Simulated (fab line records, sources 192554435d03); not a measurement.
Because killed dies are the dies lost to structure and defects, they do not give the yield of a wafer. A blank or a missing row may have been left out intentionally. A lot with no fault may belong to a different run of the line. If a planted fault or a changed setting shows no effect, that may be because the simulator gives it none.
fab line records	flow n5-finfet
record lots=24	wafers=72	last-day=17
route steps=1938 shown BEOL_M8@1388 BEOL_M9@1401
lots untouched by any fault: they come from a run of this same line in which no faults occurred
start-h: start of the lot's first displayed wafer, in hours after the record's first day	wait-h: hours elapsed since this lot's preceding step	" unchanged from the row above	L1.1+2: one row covering several wafers at once	- either no value or no given start	* or withheld: withheld	< > ~ a bound
route shown NAME@n: NAME is a module with steps in the file, n the number in the route of the first one	usual: the fault-free wafers' mean and standard deviation	same: alike in all rows	chamber/n: place in a boat	sites: each site's reading	_std_site: how widely they spread, as a standard deviation	_edge_site: mean of outer sites minus mean of inner sites	radius-mm: for every site, how far away it sits from the centre of the wafer	mask NAME#n: copy n	behind: the most recent tool/chamber to have shaped the wafer	hold: what put the lot on hold/how long, in hours/how the hold closed	device: names the non-switching transistor (n, p or np)	end of line: tests of these same wafers at the route's end	where a step has no rows: the recipe by itself	killed: not the wafer's yield, but the dies lost to structure and defects at the first sort	map: dies across one wafer; x = killed, . = not, _ = none there
set.NAME: the setting that was run; set.NAME@STEP: the one run at that earlier step	model.NAME: the simulator's own value behind a step, which no gauge read
route steps across a sampled set of lots; one table per step, one row per wafer
services: a tool's chamber out of use, with start hour (start-h, from the record's first day; less than 0 if before it), hours out, and reason
## steps
# step N5_BEOL_M8_PRE_CLEAN_45
# recipe gas=H2/He	time-s=30	temp-c=250
# usual heater-power-w=338/35
lot.wafer	tool	chamber	start-h	wait-h	heater-power-w
L074.2	pvd-sputter-03	-	204.83	0.0	297
L074.5	"	-	"	"	382
L074.6	"	-	"	"	292
L075.3	pvd-sputter-03	-	205.45	0.0	343
L075.4	"	-	"	"	382
L075.5	"	-	"	"	289
L077.1	pvd-sputter-03	-	205.87	0.0	301
L077.3	"	-	"	"	345
L077.5	"	-	"	"	348
L076.2	pvd-sputter-03	-	212.72	0.0	383
L076.4	"	-	"	"	360
L076.6	"	-	"	"	316
L079.1	pvd-sputter-03	-	233.63	0.0	296
L079.4	"	-	"	"	353
L079.6	"	-	"	"	314
L080.1	pvd-sputter-01	-	233.78	0.0	376
L080.3	"	-	"	"	383
L080.6	"	-	"	"	289
L078.1	pvd-sputter-02	-	236.99	0.0	305
L078.3	"	-	"	"	391
L078.6	"	-	"	"	322
L081.1	pvd-sputter-01	-	239.71	0.0	374
L081.4	"	-	"	"	386
L081.6	"	-	"	"	326
L082.1	pvd-sputter-03	-	247.29	0.0	306
L082.4	"	-	"	"	347
L082.6	"	-	"	"	378
L083.1	pvd-sputter-03	-	247.37	0.0	357
L083.2	"	-	"	"	294
L083.4	"	-	"	"	317
L084.3	pvd-sputter-02	-	255.91	0.0	304
L084.5	"	-	"	"	307
L084.6	"	-	"	"	326
L085.2	pvd-sputter-03	-	267.55	0.0	385
L085.4	"	-	"	"	297
L085.6	"	-	"	"	349
L086.1	pvd-sputter-01	-	273.97	0.0	326
L086.2	"	-	"	"	372
L086.4	"	-	"	"	291
L087.2	pvd-sputter-02	-	282.28	0.0	364
L087.5	"	-	"	"	324
L087.6	"	-	"	"	308
L088.2	pvd-sputter-01	-	288.36	0.0	289
L088.3	"	-	"	"	374
L088.5	"	-	"	"	358
L090.1	pvd-sputter-01	-	288.84	0.0	323
L090.3	"	-	"	"	375
L090.6	"	-	"	"	369
L089.2	pvd-sputter-03	-	296.95	0.0	296
L089.3	"	-	"	"	351
L089.6	"	-	"	"	361
L091.4	pvd-sputter-03	-	297.73	0.0	385
L091.5	"	-	"	"	307
L091.6	"	-	"	"	287
L092.1	pvd-sputter-02	-	308.60	0.0	326
L092.4	"	-	"	"	381
L092.6	"	-	"	"	359
L093.1	pvd-sputter-02	-	319.06	0.0	387
L093.4	"	-	"	"	365
L093.5	"	-	"	"	303
L094.2	pvd-sputter-03	-	323.23	0.0	298
L094.3	"	-	"	"	380
L094.4	"	-	"	"	310
L095.1	pvd-sputter-02	-	324.50	0.0	305
L095.3	"	-	"	"	393
L095.4	"	-	"	"	301
L096.2	pvd-sputter-03	-	336.19	0.0	314
L096.3	"	-	"	"	301
L096.6	"	-	"	"	384
L097.1	pvd-sputter-01	-	340.20	0.0	361
L097.4	"	-	"	"	327
L097.5	"	-	"	"	325
# step N5_BEOL_M8_DEP_56
# recipe material=SiCN	target-thk-a=100	temp-c=withheld	precursor=3MS/NH3	pressure-torr=3	rf-w=202	time-s=17.5
# usual rf-fwd-power-W=199.8/0.7	showerhead-plenum-p-Torr=3.661/0.016	throttle-valve-pct=9.2/0.49
lot.wafer	tool	chamber	start-h	wait-h	rf-fwd-power-W	showerhead-plenum-p-Torr	throttle-valve-pct
L074.2	pecvd-02	1	206.44	0.0	199.9	3.637	9.4
L074.5	"	1	"	"	200.0	3.641	9.8
L074.6	"	0	"	"	199.6	3.645	9.8
L075.3	pecvd-03	0	207.34	0.0	199.7	3.683	8.9
L075.4	"	1	"	"	200.0	3.678	9.5
L075.5	"	2	"	"	199.2	3.651	8.9
L077.1	pecvd-03	1	207.85	0.0	200.0	3.684	9.6
L077.3	"	0	"	"	199.3	3.679	8.8
L077.5	"	1	"	"	200.7	3.682	9.3
L076.2	pecvd-02	0	214.67	0.0	200.1	3.656	9.4
L076.4	"	1	"	"	200.2	3.643	10.0
L076.6	"	1	"	"	198.8	3.644	9.5
L079.1	pecvd-01	0	235.24	0.0	199.2	3.670	10.0
L079.4	"	1	"	"	200.3	3.661	9.5
L079.6	"	0	"	"	199.0	3.660	9.6
L080.1	pecvd-02	1	235.28	0.0	199.7	3.654	9.3
L080.3	"	2	"	"	198.8	3.638	7.9
L080.6	"	2	"	"	199.7	3.644	8.1
L078.1	pecvd-03	2	238.78	0.0	199.6	3.662	8.8
L078.3	"	1	"	"	200.7	3.691	9.6
L078.6	"	1	"	"	200.6	3.692	9.2
L081.1	pecvd-02	2	243.03	0.0	200.5	3.636	8.4
L081.4	"	0	"	"	200.1	3.654	9.5
L081.6	"	2	"	"	199.9	3.649	8.2
L082.1	pecvd-02	1	248.79	0.0	200.1	3.648	9.8
L082.4	"	2	"	"	199.9	3.644	8.4
L082.6	"	0	"	"	199.8	3.651	9.6
L083.1	pecvd-03	1	249.09	0.0	200.2	3.693	9.4
L083.2	"	0	"	"	200.7	3.682	9.0
L083.4	"	1	"	"	199.8	3.681	9.4
L084.3	pecvd-03	0	259.11	0.0	199.7	3.682	9.1
L084.5	"	2	"	"	198.4	3.664	8.8
L084.6	"	0	"	"	199.8	3.681	9.0
L085.2	pecvd-03	1	269.16	0.0	199.7	3.681	9.4
L085.4	"	1	"	"	200.1	3.679	9.1
L085.6	"	1	"	"	200.3	3.678	9.4
L086.1	pecvd-03	0	276.13	0.0	200.9	3.688	8.9
L086.2	"	1	"	"	200.4	3.680	9.1
L086.4	"	1	"	"	200.1	3.686	9.0
L087.2	pecvd-03	1	284.34	0.0	199.5	3.677	9.6
L087.5	"	0	"	"	200.3	3.679	8.9
L087.6	"	1	"	"	199.3	3.690	9.4
L088.2	pecvd-02	2	290.10	0.0	200.6	3.648	8.3
L088.3	"	0	"	"	198.3	3.648	10.1
L088.5	"	0	"	"	200.2	3.645	9.8
L090.1	pecvd-01	1	290.82	0.0	199.8	3.669	9.5
L090.3	"	2	"	"	199.9	3.645	8.9
L090.6	"	0	"	"	199.2	3.662	9.6
L089.2	pecvd-02	1	298.87	0.0	200.4	3.647	9.5
L089.3	"	2	"	"	200.6	3.646	8.4
L089.6	"	0	"	"	199.1	3.662	9.4
L091.4	pecvd-03	2	299.55	0.0	200.3	3.663	8.6
L091.5	"	0	"	"	200.0	3.682	9.1
L091.6	"	1	"	"	199.2	3.674	9.2
L092.1	pecvd-01	1	310.39	0.0	200.3	3.659	9.3
L092.4	"	2	"	"	200.5	3.645	8.8
L092.6	"	1	"	"	200.0	3.660	9.5
L093.1	pecvd-03	2	321.53	0.0	199.3	3.649	9.0
L093.4	"	0	"	"	199.6	3.688	9.1
L093.5	"	1	"	"	199.9	3.684	9.3
L094.2	pecvd-01	1	325.14	0.0	200.5	3.660	9.6
L094.3	"	0	"	"	199.5	3.671	9.5
L094.4	"	2	"	"	200.6	3.645	8.6
L095.1	pecvd-02	0	326.70	0.0	200.8	3.648	9.6
L095.3	"	2	"	"	199.6	3.645	8.3
L095.4	"	1	"	"	200.4	3.647	9.4
L096.2	pecvd-01	2	338.26	0.0	200.4	3.644	8.7
L096.3	"	1	"	"	199.9	3.669	9.7
L096.6	"	0	"	"	198.9	3.679	10.0
L097.1	pecvd-02	0	342.24	0.0	200.7	3.655	9.9
L097.4	"	1	"	"	200.9	3.651	10.0
L097.5	"	2	"	"	200.8	3.638	8.4
# step N5_BEOL_M8_INSPECT_58
# recipe inspect-instrument=darkfield	mode=post-dep
# usual raw-defect-count=72/24
lot.wafer	tool	chamber	start-h	wait-h	raw-defect-count
L074.2	defect-inspect-01	-	206.55	0.0	51
L074.5	"	-	"	"	66
L074.6	"	-	"	"	66
L075.3	defect-inspect-01	-	207.44	0.0	60
L075.4	"	-	"	"	89
L075.5	"	-	"	"	65
L077.1	defect-inspect-02	-	207.95	0.0	42
L077.3	"	-	"	"	60
L077.5	"	-	"	"	86
L076.2	defect-inspect-01	-	214.80	0.0	102
L076.4	"	-	"	"	71
L076.6	"	-	"	"	68
L079.1	defect-inspect-02	-	235.33	0.0	59
L079.4	"	-	"	"	54
L079.6	"	-	"	"	49
L080.1	defect-inspect-02	-	235.38	0.0	63
L080.3	"	-	"	"	80
L080.6	"	-	"	"	55
L078.1	defect-inspect-02	-	238.87	0.0	55
L078.3	"	-	"	"	108
L078.6	"	-	"	"	127
L081.1	defect-inspect-02	-	243.13	0.0	81
L081.4	"	-	"	"	57
L081.6	"	-	"	"	64
L082.1	defect-inspect-02	-	248.89	0.0	120
L082.4	"	-	"	"	136
L082.6	"	-	"	"	137
L083.1	defect-inspect-02	-	249.18	0.0	49
L083.2	"	-	"	"	22
L083.4	"	-	"	"	45
L084.3	defect-inspect-02	-	259.21	0.0	63
L084.5	"	-	"	"	48
L084.6	"	-	"	"	59
L085.2	defect-inspect-01	-	269.27	0.0	73
L085.4	"	-	"	"	58
L085.6	"	-	"	"	50
L086.1	defect-inspect-01	-	276.23	0.0	87
L086.2	"	-	"	"	105
L086.4	"	-	"	"	86
L087.2	defect-inspect-01	-	284.43	0.0	78
L087.5	"	-	"	"	64
L087.6	"	-	"	"	59
L088.2	defect-inspect-02	-	290.20	0.0	62
L088.3	"	-	"	"	81
L088.5	"	-	"	"	51
L090.1	defect-inspect-01	-	290.92	0.0	65
L090.3	"	-	"	"	33
L090.6	"	-	"	"	61
L089.2	defect-inspect-02	-	298.96	0.0	67
L089.3	"	-	"	"	114
L089.6	"	-	"	"	48
L091.4	defect-inspect-02	-	299.63	0.0	73
L091.5	"	-	"	"	74
L091.6	"	-	"	"	69
L092.1	defect-inspect-01	-	310.48	0.0	63
L092.4	"	-	"	"	63
L092.6	"	-	"	"	70
L093.1	defect-inspect-02	-	321.63	0.0	36
L093.4	"	-	"	"	50
L093.5	"	-	"	"	80
L094.2	defect-inspect-02	-	325.23	0.0	59
L094.3	"	-	"	"	44
L094.4	"	-	"	"	92
L095.1	defect-inspect-02	-	326.80	0.0	63
L095.3	"	-	"	"	105
L095.4	"	-	"	"	111
L096.2	defect-inspect-02	-	338.36	0.0	66
L096.3	"	-	"	"	105
L096.6	"	-	"	"	126
L097.1	defect-inspect-02	-	342.34	0.0	57
L097.4	"	-	"	"	74
L097.5	"	-	"	"	86
# step N5_BEOL_M9_ILD_DEP_00
# recipe material=SiCOH_lowk	target-thk-a=3085.1	temp-c=300	precursor=DEMS/porogen	pressure-torr=5	rf-w=500	time-s=58
# usual heater-power-w=339/64	rf-fwd-power-W=496.6/1.7	showerhead-plenum-p-Torr=5.733/0.015	throttle-valve-pct=14.0/0.8
lot.wafer	tool	chamber	start-h	wait-h	heater-power-w	rf-fwd-power-W	showerhead-plenum-p-Torr	throttle-valve-pct
L074.2	pecvd-01	0	206.59	0.0	392	495.2	5.740	14.8
L074.5	"	0	"	"	387	496.3	5.744	14.6
L074.6	"	1	"	"	354	495.0	5.722	14.8
L075.3	pecvd-04	0	207.47	0.0	294	501.0	5.732	14.2
L075.4	"	0	"	"	299	498.7	5.749	14.2
L075.5	"	2	"	"	376	496.9	5.755	12.9
L077.1	pecvd-04	1	207.98	0.0	438	495.2	5.743	13.7
L077.3	"	2	"	"	335	497.3	5.744	13.0
L077.5	"	2	"	"	348	496.3	5.752	12.6
L076.2	pecvd-01	1	214.83	0.0	377	497.6	5.761	14.7
L076.4	"	0	"	"	379	497.0	5.733	14.7
L076.6	"	2	"	"	317	495.5	5.714	13.4
L079.1	pecvd-01	2	235.37	0.0	271	497.4	5.721	13.3
L079.4	"	1	"	"	406	497.0	5.744	14.6
L079.6	"	0	"	"	369	495.6	5.742	14.9
L080.1	pecvd-02	1	235.41	0.0	320	497.3	5.716	14.8
L080.3	"	0	"	"	253	498.1	5.738	14.7
L080.6	"	1	"	"	327	495.2	5.718	14.9
L078.1	pecvd-02	0	238.91	0.0	246	498.1	5.737	14.7
L078.3	"	2	"	"	310	496.8	5.712	12.8
L078.6	"	0	"	"	252	496.0	5.708	14.7
L081.1	pecvd-02	0	243.16	0.0	219	498.5	5.735	14.8
L081.4	"	0	"	"	228	497.3	5.719	14.9
L081.6	"	2	"	"	309	497.0	5.714	12.4
L082.1	pecvd-01	2	248.92	0.0	300	499.2	5.728	13.6
L082.4	"	1	"	"	374	496.6	5.739	14.7
L082.6	"	2	"	"	302	499.7	5.712	13.5
L083.1	pecvd-01	1	249.22	0.0	425	499.1	5.726	14.8
L083.2	"	2	"	"	324	497.6	5.726	13.5
L083.4	"	1	"	"	411	496.9	5.735	14.8
L084.3	pecvd-04	1	259.24	0.0	419	496.0	5.755	13.6
L084.5	"	1	"	"	422	495.3	5.750	13.7
L084.6	"	0	"	"	291	497.3	5.741	14.3
L085.2	pecvd-04	2	269.31	0.0	341	496.4	5.737	12.8
L085.4	"	1	"	"	444	498.1	5.745	13.6
L085.6	"	0	"	"	314	497.0	5.743	14.6
L086.1	pecvd-01	2	276.27	0.0	305	494.0	5.711	13.3
L086.2	"	0	"	"	375	495.0	5.732	14.4
L086.4	"	2	"	"	305	494.1	5.726	13.4
L087.2	pecvd-02	2	284.47	0.0	303	499.2	5.714	12.6
L087.5	"	1	"	"	338	494.6	5.731	14.7
L087.6	"	2	"	"	234	500.3	5.702	12.6
L088.2	pecvd-01	1	290.23	0.0	410	496.4	5.721	14.7
L088.3	"	0	"	"	361	494.7	5.738	14.7
L088.5	"	0	"	"	373	496.8	5.742	14.8
L090.1	pecvd-01	2	290.95	0.0	309	499.7	5.709	13.6
L090.3	"	1	"	"	407	496.6	5.731	14.8
L090.6	"	0	"	"	388	496.5	5.738	14.4
L089.2	pecvd-04	2	299.00	0.0	403	495.9	5.737	13.2
L089.3	"	1	"	"	385	497.3	5.750	13.6
L089.6	"	2	"	"	408	496.8	5.744	13.3
L091.4	pecvd-02	0	299.69	0.1	245	495.7	5.721	15.0
L091.5	"	1	"	"	275	494.4	5.722	14.6
L091.6	"	2	"	"	237	493.8	5.720	12.4
L092.1	pecvd-02	0	310.52	0.0	214	496.8	5.733	15.0
L092.4	"	1	"	"	345	496.7	5.720	15.1
L092.6	"	0	"	"	229	497.8	5.716	14.8
L093.1	pecvd-04	1	321.66	0.0	458	498.2	5.752	13.4
L093.4	"	0	"	"	252	498.4	5.737	14.5
L093.5	"	2	"	"	373	497.2	5.724	13.3
L094.2	pecvd-04	0	325.27	0.0	281	494.9	5.738	14.3
L094.3	"	1	"	"	429	496.4	5.753	13.5
L094.4	"	0	"	"	283	499.2	5.737	14.3
L095.1	pecvd-04	0	326.84	0.0	280	500.0	5.721	14.6
L095.3	"	2	"	"	389	499.9	5.748	13.5
L095.4	"	0	"	"	287	497.4	5.733	14.2
L096.2	pecvd-04	2	338.40	0.0	395	497.6	5.764	13.4
L096.3	"	0	"	"	297	495.8	5.716	14.4
L096.6	"	0	"	"	303	495.4	5.726	14.2
L097.1	pecvd-02	1	342.38	0.0	334	492.5	5.708	14.7
L097.4	"	0	"	"	227	495.7	5.724	14.9
L097.5	"	2	"	"	293	496.1	5.710	13.0
# step N5_BEOL_M9_CD_MEAS_11
# recipe target-cd-nm=64.1	landing-energy-ev=500	detector=se-inlens	polarity=opening
# usual cd-nm=63.9/0.49
lot.wafer	tool	chamber	start-h	wait-h	cd-nm
L074.2	cd-sem-03	0	210.98	-	64.1
L074.5	"	0	"	"	63.9
L074.6	"	0	"	"	63.8
L075.3	cd-sem-01	0	211.34	-	64.4
L075.4	"	0	"	"	64.1
L075.5	"	0	"	"	63.8
L077.1	cd-sem-02	0	211.50	-	63.3
L077.3	"	0	"	"	63.8
L077.5	"	0	"	"	63.6
L076.2	cd-sem-02	0	217.33	-	64.0
L076.4	"	0	"	"	64.3
L076.6	"	0	"	"	64.0
L079.1	cd-sem-03	0	237.40	-	64.3
L079.4	"	0	"	"	64.5
L079.6	"	0	"	"	63.6
L080.1	cd-sem-02	0	237.44	-	64.7
L080.3	"	0	"	"	63.9
L080.6	"	0	"	"	64.2
L078.1	cd-sem-03	0	240.24	-	63.3
L078.3	"	0	"	"	63.6
L078.6	"	0	"	"	63.6
L081.1	cd-sem-01	0	246.94	-	63.8
L081.4	"	0	"	"	64.0
L081.6	"	0	"	"	64.1
L082.1	cd-sem-01	0	251.70	-	64.0
L082.4	"	0	"	"	63.3
L082.6	"	0	"	"	63.5
L083.1	cd-sem-03	0	251.86	-	63.5
L083.2	"	0	"	"	63.4
L083.4	"	0	"	"	63.3
L084.3	cd-sem-03	0	261.08	-	63.5
L084.5	"	0	"	"	64.8
L084.6	"	0	"	"	63.7
L085.2	cd-sem-01	0	272.58	-	63.1
L085.4	"	0	"	"	63.0
L085.6	"	0	"	"	63.0
L086.1	cd-sem-02	0	278.27	-	63.2
L086.2	"	0	"	"	64.2
L086.4	"	0	"	"	63.7
L087.2	cd-sem-02	0	285.96	-	63.3
L087.5	"	0	"	"	63.3
L087.6	"	0	"	"	63.3
L088.2	cd-sem-01	0	292.96	-	64.4
L088.3	"	0	"	"	64.2
L088.5	"	0	"	"	63.8
L090.1	cd-sem-02	0	293.12	-	64.1
L090.3	"	0	"	"	63.5
L090.6	"	0	"	"	63.7
L089.2	cd-sem-02	0	301.98	-	64.8
L089.3	"	0	"	"	63.4
L089.6	"	0	"	"	64.6
L091.4	cd-sem-01	0	302.30	-	63.6
L091.5	"	0	"	"	63.8
L091.6	"	0	"	"	63.6
L092.1	cd-sem-02	0	312.93	-	63.9
L092.4	"	0	"	"	64.5
L092.6	"	0	"	"	63.7
L093.1	cd-sem-01	0	324.76	-	64.2
L093.4	"	0	"	"	65.1
L093.5	"	0	"	"	64.2
L094.2	cd-sem-03	0	328.55	-	63.4
L094.3	"	0	"	"	63.2
L094.4	"	0	"	"	63.4
L095.1	cd-sem-02	0	329.04	-	63.1
L095.3	"	0	"	"	64.1
L095.4	"	0	"	"	63.6
L096.2	cd-sem-02	0	340.91	-	64.5
L096.3	"	0	"	"	64.6
L096.6	"	0	"	"	64.4
L097.1	cd-sem-02	0	345.68	-	64.0
L097.4	"	0	"	"	63.9
L097.5	"	0	"	"	64.2
# step N5_BEOL_M9_CD_MEAS_18
# recipe pitch-nm=140	target-cd-nm=70
# usual cd-nm=69.8/0.52
lot.wafer	tool	chamber	start-h	wait-h	cd-nm
L074.2	cd-sem-01	-	211.92	0.1	69.6
L074.5	"	-	"	"	70.3
L074.6	"	-	"	"	70.0
L075.3	cd-sem-02	-	212.48	0.1	70.1
L075.4	"	-	"	"	69.5
L075.5	"	-	"	"	69.3
L077.1	cd-sem-01	-	212.79	0.0	69.6
L077.3	"	-	"	"	70.1
L077.5	"	-	"	"	69.3
L076.2	cd-sem-02	-	217.87	0.1	70.0
L076.4	"	-	"	"	69.8
L076.6	"	-	"	"	69.5
L079.1	cd-sem-03	-	238.06	0.0	70.3
L079.4	"	-	"	"	69.7
L079.6	"	-	"	"	69.3
L080.1	cd-sem-03	-	238.10	0.0	70.1
L080.3	"	-	"	"	69.8
L080.6	"	-	"	"	70.2
L078.1	cd-sem-03	-	240.91	0.0	69.1
L078.3	"	-	"	"	69.5
L078.6	"	-	"	"	69.0
L081.1	cd-sem-03	-	247.61	0.0	69.5
L081.4	"	-	"	"	69.8
L081.6	"	-	"	"	70.1
L082.1	cd-sem-01	-	252.30	0.0	70.6
L082.4	"	-	"	"	69.8
L082.6	"	-	"	"	69.7
L083.1	cd-sem-02	-	252.45	0.0	69.5
L083.2	"	-	"	"	69.6
L083.4	"	-	"	"	68.8
L084.3	cd-sem-03	-	261.62	0.1	69.7
L084.5	"	-	"	"	70.6
L084.6	"	-	"	"	69.7
L085.2	cd-sem-02	-	273.26	0.1	68.7
L085.4	"	-	"	"	69.6
L085.6	"	-	"	"	68.9
L086.1	cd-sem-02	-	278.89	0.0	69.3
L086.2	"	-	"	"	69.5
L086.4	"	-	"	"	68.9
L087.2	cd-sem-03	-	286.50	0.1	69.6
L087.5	"	-	"	"	69.5
L087.6	"	-	"	"	69.7
L088.2	cd-sem-01	-	293.77	0.1	70.1
L088.3	"	-	"	"	69.8
L088.5	"	-	"	"	70.1
L090.1	cd-sem-02	-	293.81	0.1	69.8
L090.3	"	-	"	"	69.9
L090.6	"	-	"	"	70.0
L089.2	cd-sem-01	-	302.90	0.1	70.3
L089.3	"	-	"	"	69.9
L089.6	"	-	"	"	71.1
L091.4	cd-sem-01	-	302.94	0.1	69.3
L091.5	"	-	"	"	70.0
L091.6	"	-	"	"	69.4
L092.1	cd-sem-02	-	313.56	0.1	70.3
L092.4	"	-	"	"	70.5
L092.6	"	-	"	"	69.9
L093.1	cd-sem-03	-	325.33	0.0	69.8
L093.4	"	-	"	"	70.4
L093.5	"	-	"	"	70.3
L094.2	cd-sem-02	-	329.37	0.1	69.5
L094.3	"	-	"	"	68.9
L094.4	"	-	"	"	69.7
L095.1	cd-sem-02	-	329.83	0.0	68.9
L095.3	"	-	"	"	69.3
L095.4	"	-	"	"	70.0
L096.2	cd-sem-02	-	341.66	0.1	70.8
L096.3	"	-	"	"	70.4
L096.6	"	-	"	"	70.4
L097.1	cd-sem-01	-	346.23	0.0	69.6
L097.4	"	-	"	"	69.6
L097.5	"	-	"	"	70.4
## services
tool	chamber	start-h	hours	kind
pecvd-03	-	182.57	0.5	repair
pecvd-02	-	184.46	1.2	repair
pecvd-04	-	197.88	0.6	repair
pecvd-02	2	202.38	-	clean
pecvd-02	2	202.38	-	consumable-replace:showerhead
pecvd-02	2	202.38	29.0	scheduled-down
pecvd-02	2	202.38	29.0	vent-cycle
pecvd-04	1	226.33	5.5	scheduled-down
pecvd-02	2	256.98	2.1	scheduled-down
pecvd-03	0	267.79	5.5	scheduled-down
pecvd-01	1	271.54	5.0	scheduled-down
pecvd-04	-	304.29	2.8	pm
pecvd-04	2	309.11	4.2	repair
## key
fault none
